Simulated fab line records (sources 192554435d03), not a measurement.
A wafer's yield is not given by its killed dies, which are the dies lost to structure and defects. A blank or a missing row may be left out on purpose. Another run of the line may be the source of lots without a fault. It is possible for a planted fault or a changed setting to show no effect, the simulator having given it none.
One fault seen from 3 desks    flow n5Finfet    each desk holds nothing but its own numbers, with what lay behind them at the end

## THE METROLOGY DESK
Lot by lot, what the gauges showed, no matter which tool ran the lot: averages of those sampled wafers that carry a number. Marked OUT: a lot whose mean sits more than 4 standard deviations from the usual mean, which makes it out of limits; the brackets give that distance. 7 of its 11 readings are shown, namely those furthest out on some lot.
Columns: A = NWFM_OVL at N5_HKMG_FIN_OVL_MEAS_13, usual 0.1 nm; B = DIBL_N at N5_BEOL_M4_RC_MEAS_101, usual 36.3 mV/V; C = DIBL_P at N5_BEOL_M4_RC_MEAS_101, usual 36.2 mV/V; D = IOFF_N at N5_BEOL_M4_RC_MEAS_101, usual 0.160 nA/um; E = IOFF_P at N5_BEOL_M4_RC_MEAS_101, usual 0.211 nA/um; F = SS_P at N5_BEOL_M4_RC_MEAS_101, usual 73.3 mV/dec; G = VT_P at N5_BEOL_M4_RC_MEAS_101, usual -250.1 mV
lot   first seen here  A     B     C     D      E      F     G
L114  day 4 16:38      0.6   36.6  37.3  0.189  0.233  73.3  -248.5
L115  day 4 20:50      -0.1  38.1  38.2  0.178  0.240  74.3  -246.5
L122  day 6 16:29      0.1   36.0  35.8  0.146  0.202  73.2  -249.4
L127  day 7 20:49      0.0   38.0  36.7  0.171  0.255  73.5  -246.2
L129  day 8 09:11      1.2   35.9  34.6  0.162  0.196  73.0  -250.9
L135  day 9 20:43      0.9   36.7  36.4  0.155  0.215  72.9  -251.4
This desk found nothing out of limits on any of the 6 lots.

## THE DEFECT DESK
Counts from the inspections along the route, per lot, as means over the sampled wafers that have a number. Marked OUT: a lot whose mean sits more than 4 standard deviations from the usual mean, which makes it out of limits; the brackets give that distance.
Columns: A = rawDefectCount at N5_HKMG_FIN_INSPECT_14, usual 2.1
lot   first seen here  A
L114  day 4 16:40      1.3
L115  day 4 20:52      3.3
L122  day 6 16:30      2.3
L127  day 7 20:51      2.7
L129  day 8 09:13      3.7
L135  day 9 20:44      1.7
This desk found nothing out of limits on any of the 6 lots.

## THE TOOL OWNER'S DESK: lithoTrack-02
The tool's own readings at N5_HKMG_FIN_COAT_85 (time 60 s, resist thk 300 nm): means of the sampled wafers that have a number, for each lot that ran on this tool. Marked OUT: a lot whose mean sits more than 4 standard deviations from the usual mean, which makes it out of limits; the brackets give that distance.
Columns: A = spinSpeedRpm at N5_HKMG_FIN_COAT_85, usual 1500.0 rpm
lot   first seen here  A
L115  day 4 22:09      1501.1
L122  day 6 17:48      1461.6 (-35) OUT
L127  day 7 22:08      1461.2 (-35) OUT
This desk finds L122, L127 out of limits, L122 being first, at day 6 17:48 (spinSpeedRpm at N5_HKMG_FIN_COAT_85). In limits: L115.

## ALL TOGETHER
The tool owner's desk had the chance to raise an alarm at day 6 17:48 on L122, L127.
Metrology desk: nothing out of limits seen.
No out-of-limits result turned up at the defect desk.
The metrology desk has L122, L127 on record, within its limits.
The defect desk has L122, L127 on record, within its limits.
The lots listed all ran N5_HKMG_FIN_COAT_85 on lithoTrack-02.

## WHAT THE SIMULATOR PUT IN
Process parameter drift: lithoTrack-02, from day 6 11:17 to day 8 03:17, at N5_HKMG_FIN_COAT_85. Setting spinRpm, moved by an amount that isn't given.
Shown lots that were struck: L122, L127.
Hours from the fault's start to each desk's first reading out of limits: the tool owner's desk, 7.
